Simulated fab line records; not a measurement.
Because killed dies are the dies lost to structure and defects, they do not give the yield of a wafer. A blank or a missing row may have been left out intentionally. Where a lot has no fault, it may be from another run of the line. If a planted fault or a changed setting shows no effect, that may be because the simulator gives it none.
Chamber matching    flow nand_harc    NHARC_A_CONTACT_DESCUM_74 on rie_diel-07: 4 sister chambers
The step chemistry O2, time 3 s. 8 wafers are shown with their chamber, then 8 later ones without.

WAFERS PAIRED WITH THEIR CHAMBERS
wafer   chamber  showerhead_plenum_p_Torr (Torr)  drypump_motor_current_A (A)
L078.6  2        2.03                             5.1
L082.6  1        1.94                             6.2
L083.1  3        1.77                             5.6
L083.4  1        1.94                             6.3
L086.1  0        1.85                             4.9
L086.2  3        1.76                             5.6
L086.5  0        1.85                             4.9
L087.3  2        2.02                             5.2

WAFERS WITHOUT THEIR CHAMBER
wafer   showerhead_plenum_p_Torr (Torr)  drypump_motor_current_A (A)
L087.5  1.85                             4.9
L087.6  1.93                             6.2
L090.1  2.02                             5.2
L090.2  1.85                             4.9
L090.5  1.93                             6.3
L093.1  1.85                             4.9
L093.3  1.92                             6.2
L093.4  2.07                             5.6

EACH ONE'S CHAMBER
wafer    from the rows above   in truth
L087.5   0                     0
L087.6   1                     1
L090.1   2                     2
L090.2   0                     0
L090.5   1                     1
L093.1   0                     0
L093.3   1                     1
L093.4   2                     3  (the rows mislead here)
Correct placement for 7 of the 8. Can't be placed from these rows: 0. Wrongly placed: 1.
How it was worked out, from the rows above alone: a wafer's distance from a chamber is the root of the sum, over the readings, of the square of ((its reading less the chamber's mean) divided by the reading's scatter). The wafer belongs to the nearest chamber; if the next one is less than 2 further off, it can't be placed. Each chamber's mean is taken over the wafers shown for it. The scatter is the square root of a quotient: the sum, over the shown wafers, of each reading's squared deviation from its chamber's mean, divided by wafers minus chambers.
